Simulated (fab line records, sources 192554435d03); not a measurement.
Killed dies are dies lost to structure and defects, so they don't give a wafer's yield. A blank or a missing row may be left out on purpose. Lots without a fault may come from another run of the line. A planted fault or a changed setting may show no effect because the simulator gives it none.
fab line records | flow n5_finfet
record lots=7 wafers=21 last_day=18
route steps=1938 shown BEOL_M5@1169 PASSIVATION@1936
lots that met no fault: from a run of the same line without faults
start_h: hours from the record's first day to the start of the lot's first wafer shown | wait_h: hours since the lot's step before | " the same as in the row above | L1.1+2: a row that stands for several wafers | - no value, or no start given | * or withheld: withheld | < > ~ a bound
route shown NAME@n: a module of which the file shows steps, and the number in the route of the first | usual: mean/standard deviation of fault-free wafers | same: alike in all rows | chamber/n: place in a boat | sites: the reading at each site | _std_site: their standard deviation | _edge_site: outer sites' mean less inner sites' | radius_mm: how far each site lies from the wafer's centre | mask NAME#n: copy n | behind: the tool/chamber that last shaped the wafer | hold: why the lot was held/for how many hours/how that ended | device: the transistor (n, p or np) that didn't switch | end of line: the same wafers' tests at the end of the route | a step without rows: its recipe alone | killed: dies lost to structure and defects at the first sort, not the wafer's yield | map: a wafer's dies, x killed, . not, _ none there
set.NAME: the setting as run; set.NAME@STEP: as run at that earlier step | model.NAME: the simulator's own value behind a step, which no gauge read
lots at some steps of the route; a table a step, a row a wafer
services: from which hour (start_h, from the record's first day; less than 0 if before it) a tool's chamber was out of use, for how many hours, and why
## steps
# step N5_BEOL_M5_CURE_80
# recipe temp_c=370 time_s=120 ambient=DMADMS/He material=SiCOH_lowk
# step N5_BEOL_M5_DEGAS_44
# recipe ambient=vacuum temp_c=250 time_s=60
# step N5_BEOL_M5_PRE_CLEAN_45
# recipe gas=H2/He time_s=30 temp_c=250
# usual heater_power_w=331/42
# columns lot.wafer tool chamber start_h wait_h heater_power_w
L916.3 pvd_sputter-01 - 169.06 0.0 293
L916.4 " - " " 375
L916.6 " - " " 296
L922.1 pvd_sputter-02 - 208.70 0.0 348
L922.5 " - " " 363
L922.6 " - " " 340
L925.1 pvd_sputter-02 - 231.42 0.0 361
L925.4 " - " " 317
L925.5 " - " " 324
L933.2 pvd_sputter-03 - 288.04 0.0 335
L933.4 " - " " 249
L933.5 " - " " 410
L934.3 pvd_sputter-03 - 293.36 0.0 321
L934.4 " - " " 320
L934.6 " - " " 251
L936.1 pvd_sputter-01 - 294.51 0.0 373
L936.5 " - " " 319
L936.6 " - " " 321
L939.1 pvd_sputter-01 - 329.63 0.0 299
L939.3 " - " " 319
L939.6 " - " " 374
# step N5_BEOL_M5_ALD_86
# recipe material=TaN target_thk_a=* temp_c=275 ald_precursor_family=PDMAT ald_co_reactant=NH3 pressure_torr=3 carrier_flow_sccm=1500 pulse_time_s=2 purge_time_s=3 co_reactant_purge_time_s=2 co_reactant_pulse_time_s=3 ald_cycles=30 precursor_vessel_temp_c=75 precursor_vessel_pressure_torr=26.25 precursor_vessel_carrier_sccm=1000
# step N5_BEOL_M5_SURFACE_TREAT_87
# recipe gas=Ar time_s=* ion_energy_ev=* ion_current_ma_cm2=0.5 pressure_mtorr=* ar_flow_sccm=30
# step N5_BEOL_M5_CVD_47
# recipe material=Co target_thk_a=30 temp_c=withheld precursor=CCTBA/H2 pressure_torr=30 time_s=216
# step N5_BEOL_M5_SPUTTER_48
# recipe material=Cu target_thk_a=150 temp_c=-20 chamber_pressure_pa=0.07 power_w=withheld time_s=27.62
# usual chamber_pressure_pa=0.07002/0.00014 chuck_gas_flow_sccm=1.26/0.051 chuck_sensor_temp_C=-16.0/0.35 throttle_valve_pct=29.4/0.94
# columns lot.wafer tool chamber start_h wait_h chamber_pressure_pa chuck_gas_flow_sccm chuck_sensor_temp_C throttle_valve_pct
L916.3 pvd_sputter-02 - 169.60 0.1 0.07022 1.25 -15.6 30.1
L916.4 " - " " 0.07019 1.34 -16.4 32.1
L916.6 " - " " 0.06995 1.27 -15.7 30.1
L922.1 pvd_sputter-01 - 209.44 0.2 0.07001 1.25 -15.5 28.7
L922.5 " - " " 0.06982 1.19 -16.3 29.1
L922.6 " - " " 0.07023 1.27 -16.2 29.0
L925.1 pvd_sputter-02 - 232.26 0.2 0.07019 1.29 -16.0 28.8
L925.4 " - " " 0.0701 1.30 -16.4 31.8
L925.5 " - " " 0.07014 1.33 -16.1 30.0
L933.2 pvd_sputter-02 - 288.62 0.1 0.07005 1.20 -16.0 29.1
L933.4 " - " " 0.06985 1.25 -15.9 29.9
L933.5 " - " " 0.06996 1.32 -15.8 29.8
L934.3 pvd_sputter-03 - 294.06 0.2 0.07012 1.25 -15.7 28.9
L934.4 " - " " 0.06992 1.24 -16.4 29.3
L934.6 " - " " 0.0699 1.26 -15.7 28.8
L936.1 pvd_sputter-02 - 295.52 0.2 0.0701 1.23 -15.9 30.0
L936.5 " - " " 0.06992 1.27 -15.4 29.8
L936.6 " - " " 0.06988 1.29 -16.4 31.9
L939.1 pvd_sputter-02 - 330.15 0.1 0.06996 1.17 -15.7 30.0
L939.3 " - " " 0.07027 1.30 -16.1 30.1
L939.6 " - " " 0.06994 1.25 -16.4 32.1
# step N5_BEOL_M5_ANNEAL_49
# recipe temp_c=400 time_s=1800 ambient=vacuum
# step N5_BEOL_M5_SPUTTER_81
# recipe material=Cu target_thk_a=150 temp_c=-20 chamber_pressure_pa=0.07 power_w=withheld time_s=27.62
# usual chamber_pressure_pa=0.06998/0.00014 chuck_gas_flow_sccm=1.26/0.053 chuck_sensor_temp_C=-15.9/0.37 throttle_valve_pct=29.4/0.91
# columns lot.wafer tool chamber start_h wait_h chamber_pressure_pa chuck_gas_flow_sccm chuck_sensor_temp_C throttle_valve_pct
L916.3 pvd_sputter-02 - 170.69 0.5 0.0698 1.27 -15.6 29.7
L916.4 " - " " 0.06977 1.23 -16.6 31.8
L916.6 " - " " 0.06981 1.19 -15.8 30.1
L922.1 pvd_sputter-01 - 210.53 0.5 0.06971 1.25 -15.4 28.7
L922.5 " - " " 0.07007 1.25 -16.1 29.0
L922.6 " - " " 0.07014 1.30 -16.1 28.8
L925.1 pvd_sputter-02 - 233.35 0.5 0.07009 1.39 -15.9 29.0
L925.4 " - " " 0.06989 1.28 -16.5 31.7
L925.5 " - " " 0.06997 1.30 -15.8 30.3
L933.2 pvd_sputter-02 - 289.70 0.5 0.06984 1.33 -16.1 28.8
L933.4 " - " " 0.0699 1.30 -15.8 30.1
L933.5 " - " " 0.07023 1.24 -15.7 29.9
L934.3 pvd_sputter-03 - 295.15 0.5 0.07 1.32 -15.6 28.4
L934.4 " - " " 0.07006 1.22 -16.2 29.2
L934.6 " - " " 0.07016 1.24 -15.9 28.3
L936.1 pvd_sputter-02 - 296.61 0.5 0.07003 1.25 -15.9 30.0
L936.5 " - " " 0.07008 1.24 -15.6 29.9
L936.6 " - " " 0.07005 1.31 -16.5 31.8
L939.1 pvd_sputter-02 - 331.24 0.5 0.06982 1.29 -15.7 29.7
L939.3 " - " " 0.07002 1.28 -16.1 30.3
L939.6 " - " " 0.06981 1.25 -16.2 32.0
# step N5_BEOL_M5_ANNEAL_82
# recipe temp_c=400 time_s=1800 ambient=vacuum
# usual heater_power_w=826/97 susceptor_temp_C_max=400.9/0.4
# columns lot.wafer tool chamber start_h wait_h heater_power_w susceptor_temp_C_max
L916.3 pvd_sputter-02 - 170.77 0.0 878 400.9
L916.4 " - " " 824 400.3
L916.6 " - " " 863 400.8
L922.1 pvd_sputter-01 - 210.61 0.0 813 401.1
L922.5 " - " " 742 401.1
L922.6 " - " " 930 400.4
L925.1 pvd_sputter-02 - 233.43 0.0 881 401.1
L925.4 " - " " 828 400.4
L925.5 " - " " 779 400.7
L933.2 pvd_sputter-02 - 289.78 0.0 877 401.0
L933.4 " - " " 806 402.6
L933.5 " - " " 869 400.8
L934.3 pvd_sputter-03 - 295.23 0.0 627 400.9
L934.4 " - " " 859 401.0
L934.6 " - " " 598 401.0
L936.1 pvd_sputter-02 - 296.69 0.0 816 401.4
L936.5 " - " " 857 400.6
L936.6 " - " " 819 400.7
L939.1 pvd_sputter-02 - 331.32 0.0 877 400.6
L939.3 " - " " 798 401.4
L939.6 " - " " 820 400.5
# step N5_BEOL_M5_SPUTTER_83
# recipe material=Cu target_thk_a=150 temp_c=-20 chamber_pressure_pa=0.07 power_w=withheld time_s=27.62
# usual chamber_pressure_pa=0.07003/0.00014 chuck_gas_flow_sccm=1.26/0.049 chuck_sensor_temp_C=-15.9/0.35 throttle_valve_pct=29.4/0.92
# columns lot.wafer tool chamber start_h wait_h chamber_pressure_pa chuck_gas_flow_sccm chuck_sensor_temp_C throttle_valve_pct
L916.3 pvd_sputter-02 - 171.78 0.5 0.0701 1.33 -15.8 29.9
L916.4 " - " " 0.06978 1.21 -16.3 31.7
L916.6 " - " " 0.07 1.19 -15.7 29.9
L922.1 pvd_sputter-01 - 211.62 0.5 0.0699 1.14 -15.6 28.7
L922.5 " - " " 0.07017 1.28 -16.3 28.9
L922.6 " - " " 0.07011 1.29 -16.3 28.7
L925.1 pvd_sputter-02 - 234.43 0.5 0.06996 1.24 -16.1 29.1
L925.4 " - " " 0.0702 1.31 -16.3 31.9
L925.5 " - " " 0.06991 1.25 -16.0 30.0
L933.2 pvd_sputter-02 - 290.79 0.5 0.07027 1.27 -16.0 29.0
L933.4 " - " " 0.06992 1.25 -16.0 30.1
L933.5 " - " " 0.0701 1.34 -15.8 29.7
L934.3 pvd_sputter-03 - 296.24 0.5 0.06999 1.20 -15.5 28.8
L934.4 " - " " 0.06994 1.27 -16.3 29.5
L934.6 " - " " 0.07003 1.19 -15.5 28.6
L936.1 pvd_sputter-02 - 297.70 0.5 0.07021 1.16 -16.0 30.1
L936.5 " - " " 0.07013 1.23 -15.7 30.2
L936.6 " - " " 0.06991 1.22 -16.4 31.8
L939.1 pvd_sputter-02 - 332.32 0.5 0.07008 1.32 -15.6 30.3
L939.3 " - " " 0.06992 1.31 -15.9 30.2
L939.6 " - " " 0.07015 1.31 -16.3 32.0
# step N5_BEOL_M5_ANNEAL_84
# recipe temp_c=400 time_s=1800 ambient=vacuum
# step N5_BEOL_M5_SPUTTER_88
# recipe material=Cu target_thk_a=150 temp_c=-20 chamber_pressure_pa=0.07 power_w=withheld time_s=27.62
# usual chamber_pressure_pa=0.07003/0.00014 chuck_gas_flow_sccm=1.26/0.052 chuck_sensor_temp_C=-15.9/0.35 throttle_valve_pct=29.4/0.92
# columns lot.wafer tool chamber start_h wait_h chamber_pressure_pa chuck_gas_flow_sccm chuck_sensor_temp_C throttle_valve_pct
L916.3 pvd_sputter-02 - 172.86 0.5 0.07012 1.29 -15.7 29.9
L916.4 " - " " 0.07002 1.31 -16.2 31.8
L916.6 " - " " 0.06988 1.31 -15.6 30.1
L922.1 pvd_sputter-01 - 212.70 0.5 0.06987 1.30 -15.4 28.6
L922.5 " - " " 0.07002 1.32 -16.1 29.0
L922.6 " - " " 0.06996 1.29 -16.1 28.8
L925.1 pvd_sputter-02 - 235.52 0.5 0.07001 1.28 -16.1 28.7
L925.4 " - " " 0.07012 1.22 -16.2 32.1
L925.5 " - " " 0.06998 1.28 -15.9 30.2
L933.2 pvd_sputter-02 - 291.88 0.5 - - - -
L933.4 " - " " - - - -
L933.5 " - " " - - - -
L934.3 pvd_sputter-03 - 297.32 0.5 - - - -
L934.4 " - " " - - - -
L934.6 " - " " - - - -
L936.1 pvd_sputter-02 - 298.78 0.5 - - - -
L936.5 " - " " - - - -
L936.6 " - " " - - - -
L939.1 pvd_sputter-02 - 333.41 0.5 0.06981 1.18 -15.5 29.9
L939.3 " - " " 0.06992 1.25 -15.9 30.2
L939.6 " - " " 0.06996 1.25 -16.5 31.9
# step N5_BEOL_M5_ANNEAL_89
# recipe temp_c=400 time_s=1800 ambient=vacuum
# step N5_PASSIVATION_PROBE_49
# usual defect_limited_yield=91.5/1.5 killed_at_M0_to_M3=32/10 killed_at_M4_up=13/4.9 killed_at_contacts=13/6.1 killed_at_front_end=38/11 killed_at_other=3/3.2 killed_dies=101/18 killed_open=66/13 killed_short=32/8.3 sort_bin_5_function=5.0/1 sort_bin_6_memory=3.2/0.74 sort_bin_8_speed=0.1/1.1 sort_n_pass=1078/22
# same gross_dies=1180 killed_at_back_side=0 sort_bin_4_leakage[%]=0
# columns lot.wafer tool chamber start_h wait_h defect_limited_yield[%] killed_at_M0_to_M3 killed_at_M4_up killed_at_contacts killed_at_front_end killed_at_other killed_dies killed_open killed_short sort_bin_5_function[%] sort_bin_6_memory[%] sort_bin_8_speed[%] sort_n_pass
L916.3 prober-02 - 269.23 0.1 87.5 73 6 18 45 5 147 97 48 7.7 4.3 0 1033
L916.4 prober-02 - 269.28 0.2 88.7 42 24 25 41 1 133 93 36 7.0 4.0 0 1047
L916.6 prober-02 - 269.38 0.3 89.9 30 11 7 68 3 119 78 40 7.1 2.8 0 1061
L922.1 prober-01 - 311.47 0.0 88.9 36 11 6 75 3 131 87 39 6.8 4.0 0 1049
L922.5 prober-01 - 311.67 0.2 91.4 39 12 10 32 9 102 70 25 5.9 2.5 0 1078
L922.6 prober-01 - 311.72 0.3 89.2 36 13 18 59 2 128 76 48 5.7 4.9 0 1052
L933.2 prober-02 - 386.76 0.1 92.1 29 20 11 33 0 93 53 26 4.7 3.2 0 1087
L933.4 prober-02 - 386.86 0.2 91.4 28 28 12 32 2 102 56 26 5.6 3.0 0.2 1076
L933.5 prober-02 - 386.91 0.2 89.7 36 34 11 35 6 122 67 34 5.7 4.2 0 1058
L934.3 prober-02 - 392.86 0.6 87.3 39 31 26 45 9 150 88 37 6.8 4.8 0 1030
L934.4 prober-02 - 392.91 0.6 90.3 27 38 13 31 5 114 52 32 6.3 3.3 0 1066
L934.6 prober-02 - 393.01 0.7 90.4 37 30 5 37 4 113 58 34 5.8 3.5 0 1067
L936.1 prober-01 - 402.25 0.0 90.4 27 42 16 23 5 113 68 22 5.8 3.6 0 1067
L936.5 prober-01 - 402.45 0.2 91.3 36 37 6 23 1 103 56 25 5.3 3.1 0 1077
L936.6 prober-01 - 402.50 0.3 88.7 33 43 9 38 10 133 78 31 6.5 4.0 0 1047
# killed by level:class
L916.3 BEOL_M1:geometric_particle:open=22 BEOL_M0_SAQP:geometric_particle:open=18 MOL_CONTACT_COAG:geometric_particle:open=13 BEOL_M0_SAQP:geometric_particle:short=12 FIN_SAQP:geometric_particle:open=7 GATE_CUT:geometric_particle:short=7 BEOL_M2:geometric_particle:open=7 FIN_SAQP:geometric_particle:short=6
L916.4 MOL_CONTACT_COAG:geometric_particle:open=16 BEOL_M4:geometric_particle:open=13 FIN_SAQP:geometric_particle:open=12 BEOL_M2:geometric_particle:open=12 BEOL_M0_SAQP:geometric_particle:short=9 BEOL_M3:geometric_particle:open=8 MOL_CONTACT_COAG:geometric_particle:short=7 STI_FIN_REVEAL:geometric_particle:open=5
L916.6 STI_FIN_REVEAL:geometric_particle:open=21 FIN_SAQP:geometric_particle:short=10 FIN_SAQP:geometric_particle:open=8 BEOL_M0_SAQP:geometric_particle:short=7 GATE_CUT:geometric_particle:short=6 GATE_CUT:geometric_particle:open=6 DUMMY_GATE:geometric_particle:open=5 BEOL_M0_SAQP:geometric_particle:open=5
L922.1 STI_FIN_REVEAL:geometric_particle:open=29 FIN_SAQP:geometric_particle:open=10 FIN_SAQP:geometric_particle:short=10 BEOL_M0:geometric_particle:open=10 BEOL_M4:geometric_particle:open=9 BEOL_M0_SAQP:geometric_particle:short=8 BEOL_M0_SAQP:geometric_particle:open=7 GATE_CUT:geometric_particle:open=5
L922.5 STI_FIN_REVEAL:geometric_particle:open=11 MOL_CONTACT_COAG:geometric_particle:open=9 BEOL_M0_SAQP:geometric_particle:open=9 FIN_SAQP:geometric_particle:open=5 BEOL_M0:geometric_particle:open=5 BEOL_M2:geometric_particle:open=5 BEOL_M3:geometric_particle:open=5 BEOL_M2:geometric_particle:short=4
L922.6 FIN_SAQP:geometric_particle:open=17 FIN_SAQP:geometric_particle:short=16 MOL_CONTACT_COAG:geometric_particle:open=15 BEOL_M0_SAQP:geometric_particle:short=12 STI_FIN_REVEAL:geometric_particle:open=11 BEOL_M0_SAQP:geometric_particle:open=10 BEOL_M2:geometric_particle:open=6 BEOL_M4:geometric_particle:open=5
L933.2 BEOL_M5:interface_void_opened=13 BEOL_M0_SAQP:geometric_particle:short=11 MOL_CONTACT_COAG:geometric_particle:open=9 STI_FIN_REVEAL:geometric_particle:open=5 DUMMY_GATE:geometric_particle:open=5 BEOL_M1:geometric_particle:open=5 BEOL_M3:geometric_particle:open=5 BEOL_M0_SAQP:geometric_particle:open=4
L933.4 BEOL_M5:interface_void_opened=19 MOL_CONTACT_COAG:geometric_particle:open=9 BEOL_M3:geometric_particle:open=9 BEOL_M0_SAQP:geometric_particle:open=7 STI_FIN_REVEAL:geometric_particle:open=6 GATE_CUT:geometric_particle:short=6 BEOL_M0_SAQP:geometric_particle:short=6 BEOL_M4:geometric_particle:open=4
L933.5 BEOL_M5:interface_void_opened=20 BEOL_M0_SAQP:geometric_particle:open=15 BEOL_M0_SAQP:geometric_particle:short=12 MOL_CONTACT_COAG:geometric_particle:open=9 FIN_SAQP:geometric_particle:open=6 BEOL_M3:geometric_particle:open=6 STI_FIN_REVEAL:geometric_particle:open=5 DUMMY_GATE:geometric_particle:open=4
L934.3 MOL_CONTACT_COAG:geometric_particle:open=20 BEOL_M2:geometric_particle:open=16 BEOL_M5:interface_void_opened=15 HKMG_FIN:area_etch=10 BEOL_M4:geometric_particle:open=7 MOL_CONTACT_COAG:geometric_particle:short=6 STI_FIN_REVEAL:geometric_particle:open=5 ILD0:geometric_particle:open=5
L934.4 BEOL_M5:interface_void_opened=26 MOL_CONTACT_COAG:geometric_particle:open=10 BEOL_M2:geometric_particle:open=9 FIN_SAQP:geometric_particle:short=6 BEOL_M1:geometric_particle:open=5 DUMMY_GATE:geometric_particle:open=4 GATE_CUT:geometric_particle:short=4 BEOL_M3:geometric_particle:open=4
L934.6 BEOL_M5:interface_void_opened=21 BEOL_M2:geometric_particle:open=13 BEOL_M1:geometric_particle:short=7 GATE_CUT:geometric_particle:short=6 STI_FIN_REVEAL:geometric_particle:open=5 DUMMY_GATE:geometric_particle:open=5 GATE_CUT:geometric_particle:open=4 STARTING-WAFER:geometric_particle:short=4
L936.1 BEOL_M5:interface_void_opened=22 BEOL_M4:geometric_particle:open=13 MOL_CONTACT_COAG:geometric_particle:open=12 BEOL_M1:geometric_particle:open=8 BEOL_M3:geometric_particle:open=6 DUMMY_GATE:geometric_particle:open=5 BEOL_M0_SAQP:geometric_particle:open=5 MOL_CONTACT_COAG:geometric_particle:short=4
L936.5 BEOL_M5:interface_void_opened=22 BEOL_M0_SAQP:geometric_particle:open=7 BEOL_M4:geometric_particle:open=7 BEOL_M0_SAQP:geometric_particle:short=6 BEOL_M3:geometric_particle:open=6 FIN_SAQP:geometric_particle:open=5 MOL_CONTACT_COAG:geometric_particle:open=5 BEOL_M1:geometric_particle:open=5
L936.6 BEOL_M5:interface_void_opened=20 BEOL_M0_SAQP:geometric_particle:open=10 BEOL_M4:geometric_particle:open=10 FIN_SAQP:geometric_particle:short=8 MOL_CONTACT_COAG:geometric_particle:open=8 STARTING-WAFER:geometric_particle:open=6 BEOL_M2:geometric_particle:open=6 MIM_TOP_ETCH:geometric_particle:open=6
# map L933.5 (x killed, . not)
_________________.....xx..x..________________
______________xx.....xx........._____________
___________.....x...x.........x..xx__________
__________.......x....x............._________
________..x............x.............._______
_______.....xx.........................______
______x..........x....................x._____
_____x..x.....x............x...x....x.x..____
____..x.......................x..x......x.___
___....................................x..x__
___...x...xx..x..x.........................__
__x..................x......................_
__....................x......x.....x........_
_...........x..x..x..x........x...x..........
_....xx........x......x....x........x.x.....x
_.x..........x.....x......................xx.
_............................................
_x.x.............x....x...................x..
_................x...............x...........
_.............x...x.x....x............xx.....
_............................................
__...........x...x....x...x......x........x._
__.xx.............................x........._
___..............x.xx............x...x.....__
___.......x.x........................x.....__
____.x....................................___
_____.x...x...........x.....x..........x.____
______.....................x............_____
_______.....x......xx......xx..x.......______
________....xx......x....x....x......x_______
__________.x......x...x........x...._________
___________................x.......__________
______________.......x....x....._____________
_________________.....x..xx..________________
# map L934.3 (x killed, . not)
_________________..x.....x...________________
______________....x.x..........x_____________
___________.....x...........x......__________
__________.......................x.x_________
________.x....x...................x..._______
_______....x........x..........x.......______
______............x.............x......._____
_____...........x.......x.............x..____
____.................xxx.x..........x.x...___
___........x.................xx............__
___.xx.........x....x....x.......x.........__
__.......xx...................x.......x....._
__.........................................._
_...x.....x...xx...........................xx
_..x..x........x...x...x........x..x.........
_......x.......x...x.........x........x..xx..
_..xx........x...x...x....x.........x.......x
_.x........xx................x.x.............
_..x......................x..xx.xx...........
_x..x.......x....x............xx.......x.....
_.............x......x....x.x...........x....
__....................x..x.x..........x....._
__....x...x......x.xx.x.xxx...xx........x..._
___....x..x..........x...........x.x.......__
___x..............x...........x............__
____..x............x..........x.....x....x___
_____...x.........x....x........xx.......____
______.....x..xxx..x......x............._____
_______x....x...x.....x...x............______
________......x......x.x.x..xx...x.x.._______
__________x........................._________
___________x..................x....__________
______________.........x.x......_____________
_________________x.........x.________________
## services
# columns tool chamber start_h hours kind
pvd_sputter-02 - 174.82 1.6 repair
## key
first_sign step=N5_BEOL_M5_SPUTTER_88 reading=tool_record direction=missing
effect step=N5_PASSIVATION_PROBE_49 reading=killed_at_M4_up direction=up sigmas=4.1 usual=13 struck=34
met_at N5_BEOL_M5_SPUTTER_88
struck_wafers L933.2,L933.4,L933.5,L934.3,L934.4,L934.6,L936.1,L936.5,L936.6
baseline_loss step=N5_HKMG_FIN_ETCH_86 wafers=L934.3
onset_between 235.52 291.88
fault kind=skipped_step_whole tool=pvd_sputter-02,pvd_sputter-03 chamber=- onset_h=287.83 steps=N5_BEOL_M5_SPUTTER_88 scope=struck_lots_only
# baseline_loss: these wafers lose ten dies or more at that step, a loss of the line's own and not of a fault; the sort's usual values leave them out
